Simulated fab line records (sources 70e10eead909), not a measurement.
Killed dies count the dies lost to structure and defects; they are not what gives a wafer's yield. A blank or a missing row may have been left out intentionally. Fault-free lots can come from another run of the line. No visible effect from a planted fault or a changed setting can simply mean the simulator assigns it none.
Matching of chambers || flow nand harc || NHARC_P_GATE_DEP_103 on pecvd-01 has 3 sister chambers
The step deposits SiON, target thk 30 nm. 18 wafers are shown with their chamber, then 9 later ones without.

## EACH WAFER AND ITS CHAMBER
{"wafer": "L074.2", "chamber": 0, "heater power w (W)": 767}
{"wafer": "L074.3", "chamber": 0, "heater power w (W)": 756}
{"wafer": "L074.6", "chamber": 0, "heater power w (W)": 782}
{"wafer": "L080.1", "chamber": 2, "heater power w (W)": 732}
{"wafer": "L080.2", "chamber": 0, "heater power w (W)": 756}
{"wafer": "L080.4", "chamber": 2, "heater power w (W)": 753}
{"wafer": "L081.2", "chamber": 0, "heater power w (W)": 694}
{"wafer": "L081.3", "chamber": 1, "heater power w (W)": 699}
{"wafer": "L081.5", "chamber": 2, "heater power w (W)": 711}
{"wafer": "L082.2", "chamber": 1, "heater power w (W)": 735}
{"wafer": "L082.4", "chamber": 1, "heater power w (W)": 584}
{"wafer": "L082.6", "chamber": 0, "heater power w (W)": 646}
{"wafer": "L084.4", "chamber": 0, "heater power w (W)": 744}
{"wafer": "L084.5", "chamber": 1, "heater power w (W)": 717}
{"wafer": "L084.6", "chamber": 2, "heater power w (W)": 773}
{"wafer": "L086.2", "chamber": 0, "heater power w (W)": 633}
{"wafer": "L086.5", "chamber": 1, "heater power w (W)": 640}
{"wafer": "L086.6", "chamber": 2, "heater power w (W)": 686}

SIGNATURES (means of the wafers above)
{"reading": "heater power w", "chamber 0": 722.25, "chamber 1": 675.00, "chamber 2": 731.00, "scatter within a chamber": 53.6}
Rule: a wafer's distance from a chamber is the root of the sum, over the readings, of the square of ((its reading less the chamber's mean) divided by the reading's scatter). The wafer belongs to the nearest chamber; if the next one is less than 2 further off, it can't be placed. The scatter is the square root of a quotient: the sum, over the shown wafers, of each reading's squared deviation from its chamber's mean, divided by wafers minus chambers.

## WAFERS WITHOUT THEIR CHAMBER
{"wafer": "L087.2", "heater power w (W)": 711}
{"wafer": "L087.5", "heater power w (W)": 646}
{"wafer": "L087.6", "heater power w (W)": 714}
{"wafer": "L091.1", "heater power w (W)": 703}
{"wafer": "L091.3", "heater power w (W)": 651}
{"wafer": "L091.6", "heater power w (W)": 696}
{"wafer": "L097.1", "heater power w (W)": 649}
{"wafer": "L097.3", "heater power w (W)": 624}
{"wafer": "L097.6", "heater power w (W)": 633}

## EACH ONE'S CHAMBER
{"wafer": "L087.2", "from the rows above": "can't be placed: 0 or 2 or 1", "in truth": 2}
{"wafer": "L087.5", "from the rows above": "can't be placed: 1 or 0 or 2", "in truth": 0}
{"wafer": "L087.6", "from the rows above": "can't be placed: 0 or 2 or 1", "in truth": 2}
{"wafer": "L091.1", "from the rows above": "can't be placed: 0 or 1 or 2", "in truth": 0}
{"wafer": "L091.3", "from the rows above": "can't be placed: 1 or 0 or 2", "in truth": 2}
{"wafer": "L091.6", "from the rows above": "can't be placed: 1 or 0 or 2", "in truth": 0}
{"wafer": "L097.1", "from the rows above": "can't be placed: 1 or 0 or 2", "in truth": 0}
{"wafer": "L097.3", "from the rows above": "can't be placed: 1 or 0 or 2", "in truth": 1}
{"wafer": "L097.6", "from the rows above": "can't be placed: 1 or 0 or 2", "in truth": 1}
Correct placement for 0 of the 9. Not placeable from these rows: 9 (in 9, the candidates include the true chamber). Placed wrongly: 0.
